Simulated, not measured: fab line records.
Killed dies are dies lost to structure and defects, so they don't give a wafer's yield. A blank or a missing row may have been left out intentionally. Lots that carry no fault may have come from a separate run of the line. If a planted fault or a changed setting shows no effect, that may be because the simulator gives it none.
Struck lot and sound lot, side by side ; flow n5Finfet ; 16 steps out of a route of 1938
Sound: these wafers, L455.2, L455.4, L455.5. Wafers L461.3, L461.4, L461.6 were the ones struck. Last of all comes the cause.
Order at every step that has rows: each side's tool, ch and its chambers, its first start. Under that, the readings that differ: sound wafers ; struck wafers ; difference of the means ; sigmas: that difference in standard deviations of wafers without a fault.
alike: same words and numbers on both sides, and readings whose means sit less than 2 such deviations apart. not compared: any withheld reading, any reading some wafer has no value for, any bound like >300 that may hide the same value, and any number with overlapping values for which the record gives no deviation.
Wherever a step has rows on one side only, a row that says differs or no value, or a row with sigmas, the two part there. When numbers do not overlap yet have no deviation, they are printed without sigmas and do not part them. A reading missing from all wafers of one side parts the sides only when that side holds two or more wafers.

first, 8 steps without rows for these wafers: N5_BEOL_M7_COAT_64 (time 60 s, resist thk 12 nm); N5_BEOL_M7_COAT_71 (time 60 s, resist thk 5 nm); N5_BEOL_M7_COAT_22 (resist thk 30 nm); N5_BEOL_M7_EBR_24; N5_BEOL_M7_SOFTBAKE_23 (time 60 s); N5_BEOL_M7_EXPOSE_25 (exposes mask V6, target cd 40 nm); N5_BEOL_M7_PEB_26 (peb time 60 s); N5_BEOL_M7_DEVELOP_27 (develop time 30 s).
N5_BEOL_M7_CD_MEAS_28 targets a cd of 40 nm.
  sound on cdSem-02 ch 0, day 9 08:03; struck on cdSem-03 ch 0, day 11 04:37
  alike: cdNm
N5_BEOL_M7_OVL_MEAS_29:
  sound on overlay-02 ch 0, day 9 08:05; struck on overlay-02 ch 0, day 11 04:39
reading;sound;struck;difference;sigmas
V6_OVL (nm);0.4 0.0 0.5;-1.5 -1.4 -1.5;-1.8;-3
N5_BEOL_M7_INSPECT_30: inspects for defects (brightfield).
  sound on defectInspect-02, day 9 08:08; struck on defectInspect-02, day 11 04:42
  alike: rawDefectCount
N5_BEOL_M7_DESCUM_33: chemistry O2, time 7 s.
  sound on rieDiel-03 ch 1,2,3, day 9 08:23; struck on rieDiel-03 ch 0,2,3, day 11 04:44
  alike: drypumpMotorCurrentA, oesProductAu, rfVppV, showerheadPlenumPTorr, throttleValvePct
  not compared: rfHoursCounterH
N5_BEOL_M7_ETCH_72: etches underlayer in N2/H2, target depth 6.5 nm, time 5.2 s.
  sound on rieDiel-03 ch 1,2,3, day 9 08:25; struck on rieDiel-03 ch 0,2,3, day 11 04:46
  no value came back on the struck wafers for any of 8 readings (biasW (W), chamberPressureMTorr (mTorr) and others); on the sound wafers biasW (W) reads 150.1 149.5 150.5
reading;sound;struck;difference;sigmas
model.CAR-EUV_of_BEOL_M7_COAT_22.thkNm (nm);20.4 20.4 20.4;26.2 26.2 26.2;+5.8;
  not compared: rfHoursCounterH
N5_BEOL_M7_ETCH_65: etches SiARC in CF4, target depth 15.6 nm, time 26 s.
  sound on rieDiel-03 ch 1,2,3, day 9 08:26; struck on rieDiel-03 ch 0,2,3, day 11 04:47
reading;sound;struck;difference;sigmas
model.CAR-EUV_of_BEOL_M7_COAT_22.thkNm (nm);11.2 11.2 11.2;16.8 16.8 16.8;+5.6;
  alike: biasW, cf4FlowSccm, drypumpMotorCurrentA, etchRfOnTimeS, oesProductAu, rfVppV, showerheadPlenumPTorr, throttleValvePct
  not compared: rfHoursCounterH
N5_BEOL_M7_ETCH_66: etches SOC in N2/H2, target depth 80 nm, overetch 16 nm, time 120 s.
  sound on rieDiel-03 ch 1,2,3, day 9 08:28; struck on rieDiel-03 ch 0,2,3, day 11 04:49
  alike: biasW, chamberPressureMTorr, drypumpMotorCurrentA, oesProductAu, rfVppV, showerheadPlenumPTorr, throttleValvePct
  not compared: rfHoursCounterH
-- a jump in the record: the struck wafers' starts before and after are 3 days apart (it breaks off in module BEOL_M7 and resumes in module PASSIVATION, where the first step shown is number 1936 of the route) --
N5_PASSIVATION_PROBE_49:
  only the struck wafers here have rows in the record (prober-01, day 14 06:28); the sound ones have none

## WHERE THEY PART
Earliest at N5_BEOL_M7_OVL_MEAS_29; latest, in this record, at N5_PASSIVATION_PROBE_49.

WHY: what had been put in by the simulator
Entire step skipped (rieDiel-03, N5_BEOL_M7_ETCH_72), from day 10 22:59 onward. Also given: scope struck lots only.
